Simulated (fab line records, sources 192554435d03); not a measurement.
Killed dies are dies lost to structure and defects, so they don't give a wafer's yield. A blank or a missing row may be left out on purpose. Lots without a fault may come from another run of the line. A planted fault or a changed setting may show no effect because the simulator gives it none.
A struck lot beside a sound one | flow n5_finfet | 16 steps out of a route of 1938
Sound: wafers L642.2, L642.3, L642.5. Struck: wafer L641.5. (L641.2, L641.3 of the same lot were not struck and are left out.) The cause comes at the end.
At each step with rows: each side's tool, then ch and its chambers, then its first start. Under that, the readings that differ: sound wafers | struck wafers | difference of the means | sigmas: that difference in standard deviations of wafers without a fault.
alike: readings whose means differ by less than 2 such deviations, and words and numbers that are the same on both sides. not compared: withheld readings, readings that some wafer has no value for, bounds like >300 that may hide the same value, and numbers for which the record gives no deviation and whose values overlap.
The two part at a step that has a row with sigmas, a row that says differs or no value, or rows on one side only. Numbers that don't overlap but have no deviation are shown without sigmas and don't part them. A reading that every wafer of one side lacks parts them only if that side has two wafers or more.

N5_DUMMY_GATE_ETCH_23: etches poly-Si in HBr/Cl2/O2, target depth 41 nm, time 22.3 s.
  sound on rie_si-06 ch 1,2,3, day 4 11:11; struck on rie_si-02 ch 3, day 4 08:01
  alike: bias_w, drypump_motor_current_A, he_backside_leak_sccm, oes_product_au, throttle_valve_pct
  not compared: rf_hours_counter_h
N5_DUMMY_GATE_ETCH_44: etches poly-Si in HBr/O2, stops on SiO2, target depth 127.5 nm.
  sound on rie_si-06 ch 1,2,3, day 4 11:15; struck on rie_si-02 ch 3, day 4 08:04
  reading               | sound             | struck | difference | sigmas
  oes_product_au (a.u.) | 0.739 0.714 0.719 | 0.746  | +0.022     | +2
  alike: bias_w, drypump_motor_current_A, he_backside_leak_sccm, throttle_valve_pct
  not compared: rf_hours_counter_h
N5_DUMMY_GATE_CD_MEAS_24: target cd 15 nm.
  sound on cd_sem-03, day 4 11:22; struck on cd_sem-01, day 4 08:11
  reading    | sound          | struck | difference | sigmas
  cd_nm (nm) | 14.9 15.3 15.5 | 16.1   | +0.9       | +2
N5_DUMMY_GATE_ETCH_42: etches SiO2 in CHF3/O2, target depth 3.5 nm, time 31 s.
  sound on rie_diel-06 ch 1,3, day 4 11:25; struck on rie_diel-02 ch 2, day 4 08:16
  reading                     | sound       | struck | difference | sigmas
  drypump_motor_current_A (A) | 6.0 6.5 6.0 | 5.3    | -0.9       | -2
  alike: bias_w, oes_product_au, rf_vpp_V, showerhead_plenum_p_Torr, throttle_valve_pct
  not compared: rf_hours_counter_h
then, 6 steps without rows for these wafers: N5_DUMMY_GATE_STRIP_48 (strips in N2/H2, time 20 s); N5_DUMMY_GATE_PRECLEAN_33 (cleans in dHF, time 10 s); N5_DUMMY_GATE_PRECLEAN_25 (cleans in O3/DIW, time 45 s); N5_DUMMY_GATE_PRECLEAN_51 (cleans in SC2, time 45 s); N5_DUMMY_GATE_SRD_26 (time 30 s); N5_DUMMY_GATE_UV_OZONE_45 (time 120 s).
N5_DUMMY_GATE_INSPECT_27: inspects for defects (brightfield).
  sound on defect_inspect-02, day 4 11:42; struck on defect_inspect-02, day 4 08:29
  alike: raw_defect_count
N5_SPACER0_ALD_07: deposits SiNx, target thk 2 nm.
  sound on ald_sin-01 ch 1,2, day 4 13:04; struck on ald_sin-02 ch 3, day 4 08:32
  alike: chamber_pressure_Torr, heater_power_w, susceptor_temp_C
N5_SPACER0_ALD_00: deposits SiOCN, target thk 3.5 nm, pulse time 3 s, purge time 2 s.
  sound on ald_sin-01 ch 1,2, day 4 13:14; struck on ald_sin-02 ch 3, day 4 08:41
  reading    | sound    | struck | difference | sigmas
  ald_cycles | 58 58 58 | 55     | -3         |
  alike: chamber_pressure_Torr, heater_power_w, precursor_pulse_height_rel, susceptor_temp_C
N5_SPACER0_ALD_08: deposits SiNx, target thk 2 nm.
  sound on ald_sin-01 ch 1,2, day 4 13:29; struck on ald_sin-02 ch 3, day 4 08:56
  reading              | sound                | struck | difference | sigmas
  susceptor_temp_C (C) | 399.31 399.79 399.84 | 400.18 | +0.53      | +2
  alike: chamber_pressure_Torr, heater_power_w
-- the record jumps here: 7 days lie between the struck wafers' starts before and after (it left off in module SPACER0 and takes up again in module BEOL_M4, whose first step shown is number 1111 of the route) --
N5_BEOL_M4_RC_MEAS_101:
  sound on prober-02 ch 0, day 11 20:35; struck on prober-02 ch 0, day 11 08:13
  reading        | sound             | struck | difference | sigmas
  DIBL_N (mV/V)  | 37.2 37.9 36.1    | 31.9   | -5.2       | -3
  DIBL_P (mV/V)  | 38.2 36.9 36.6    | 31.1   | -6.1       | -3
  IOFF_N (nA/um) | 0.161 0.166 0.150 | 0.100  | -0.059     | -2
  IOFF_P (nA/um) | 0.218 0.202 0.195 | 0.138  | -0.067     | -2
  SS_P (mV/dec)  | 73.8 73.5 73.7    | 72.1   | -1.6       | -2
  alike: ION_N, ION_P, SS_N, VT_N, VT_P
then, 1 step without rows for these wafers: N5_PASSIVATION_PROBE_49.

WHERE THEY PART
First at N5_DUMMY_GATE_ETCH_44; last, within this record, at N5_BEOL_M4_RC_MEAS_101.

WHY: what the simulator had put in
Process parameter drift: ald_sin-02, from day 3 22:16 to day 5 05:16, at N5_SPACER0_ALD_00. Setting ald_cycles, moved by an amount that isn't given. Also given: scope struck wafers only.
